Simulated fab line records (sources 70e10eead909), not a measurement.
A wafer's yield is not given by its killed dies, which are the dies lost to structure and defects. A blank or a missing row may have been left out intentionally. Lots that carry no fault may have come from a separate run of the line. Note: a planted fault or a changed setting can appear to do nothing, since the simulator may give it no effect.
A lot that was struck, set against a sound lot / flow nand_harc / 20 steps out of a route of 1302
Sound: the wafers L912.1, L912.2, L912.6. Struck: wafer L928.5. (L928.1, L928.3 of the same lot were not struck and are left out.) The cause comes at the end.
For every step that has rows: the tool of each side, followed by ch and its chambers, followed by its first start. Under that, the readings that differ: sound wafers / struck wafers / difference of the means / sigmas: that difference in standard deviations of wafers without a fault.
alike: a reading whose means differ by less than 2 such deviations, as well as words and numbers matching on both sides. not compared: withheld readings; readings where some wafer has no value; bounds like >300 that might hide an equal value; numbers whose values overlap and for which the record gives no deviation.
Wherever a step has rows on one side only, a row that says differs or no value, or a row with sigmas, the two part there. Numbers that don't overlap but have no deviation are shown without sigmas and don't part them. A reading that every wafer of one side lacks parts them only if that side has two wafers or more.

first, 4 steps without rows for these wafers: NHARC_P_GATE_PRECLEAN_71 (cleans in SC1); NHARC_P_GATE_SRD_72; NHARC_P_GATE_OXIDE_16 (material SiO2, target thk 3 nm, ox time 392 s); NHARC_P_GATE_CVD_17 (deposits poly-Si, target thk 150 nm, time 900 s).
NHARC_P_GATE_HM_DEP_102: deposits aC, target thk 120 nm.
  sound on acl_dep-01 ch 0, day 5 07:59; struck on acl_dep-03 ch 0, day 11 21:11
  alike: throttle_valve_pct
NHARC_P_GATE_DEP_103: deposits SiON, target thk 30 nm.
  sound on pecvd-01 ch 0,2, day 5 08:38; struck on pecvd-04 ch 0, day 11 21:51
  alike: heater_power_w
then, 6 steps without rows for these wafers: NHARC_P_GATE_DEHYDRATE_18 (time 120 s); NHARC_P_GATE_HMDS_19 (time 30 s); NHARC_P_GATE_COAT_20 (resist thk 90 nm); NHARC_P_GATE_SOFTBAKE_21 (time 55 s); NHARC_P_GATE_EBR_22; NHARC_P_GATE_EXPOSE_23 (exposes mask P GATE, target cd 120 nm).
NHARC_P_GATE_PEB_24: peb time 65 s.
  sound on litho_track-06 ch 0, day 5 09:14; struck on litho_track-01 ch 0, day 11 22:26
then, 1 step without rows for these wafers: NHARC_P_GATE_DEVELOP_25 (develop time 35 s).
NHARC_P_GATE_CD_MEAS_26: the cd target is 120 nm.
  sound on cd_sem-01 ch 0, day 5 09:19; struck on cd_sem-03 ch 0, day 11 22:31
reading=cd_nm (nm); sound=120.4 118.9 119.9; struck=117.9; difference=-1.8; sigmas=-3
NHARC_P_GATE_OVL_MEAS_27:
  struck on overlay-02, day 11 22:37; sound on overlay-02, day 5 09:24
  alike: overlay_x_nm, overlay_y_nm
NHARC_P_GATE_INSPECT_28:
  struck on defect_inspect-02, day 11 22:38; sound on defect_inspect-02, day 5 09:26
  alike: raw_defect_count
NHARC_P_GATE_DESCUM_31: chemistry O2, time 3 s.
  sound on rie_diel-02 ch 1,3, day 5 09:30; struck on rie_diel-12 ch 2, day 11 22:43
reading=drypump_motor_current_A (A); sound=4.8 4.8 4.8; struck=6.2; difference=+1.4; sigmas=+3
reading=showerhead_plenum_p_Torr (Torr); sound=1.80 1.82 1.80; struck=2.03; difference=+0.22; sigmas=+2
reading=model.P_GATE.cd_nm (nm); sound=121.6 119.6 121.1; struck=118.6; difference=-2.2; sigmas=
  alike: oes_product_au, rf_vpp_V, throttle_valve_pct
  not compared: rf_hours_counter_h
NHARC_P_GATE_ETCH_104: etches the open film in CF4/CHF3, target depth 60 nm.
  sound on rie_diel-02 ch 0,3, day 5 09:35; struck on rie_diel-12 ch 1, day 11 22:47
reading=model.P_GATE.cd_nm (nm); sound=122.2 120.2 121.6; struck=118.9; difference=-2.4; sigmas=
  alike: drypump_motor_current_A, oes_product_au, rf_vpp_V, showerhead_plenum_p_Torr, throttle_valve_pct
NHARC_P_GATE_HM_OPEN_105: chemistry O2/COS, target depth 360 nm.
  sound: rie_diel-02 ch 0,1,3; struck: rie_diel-12 ch 0
reading=drypump_motor_current_A (A); sound=4.8 4.8 5.9; struck=6.6; difference=+1.4; sigmas=+3
  alike: oes_product_au, rf_vpp_V, showerhead_plenum_p_Torr, throttle_valve_pct
  not compared: rf_hours_counter_h

## WHERE THEY PART
Last at NHARC_P_GATE_HM_OPEN_105 as far as this record goes, first at NHARC_P_GATE_CD_MEAS_26.

WHY: what had been put in by the simulator
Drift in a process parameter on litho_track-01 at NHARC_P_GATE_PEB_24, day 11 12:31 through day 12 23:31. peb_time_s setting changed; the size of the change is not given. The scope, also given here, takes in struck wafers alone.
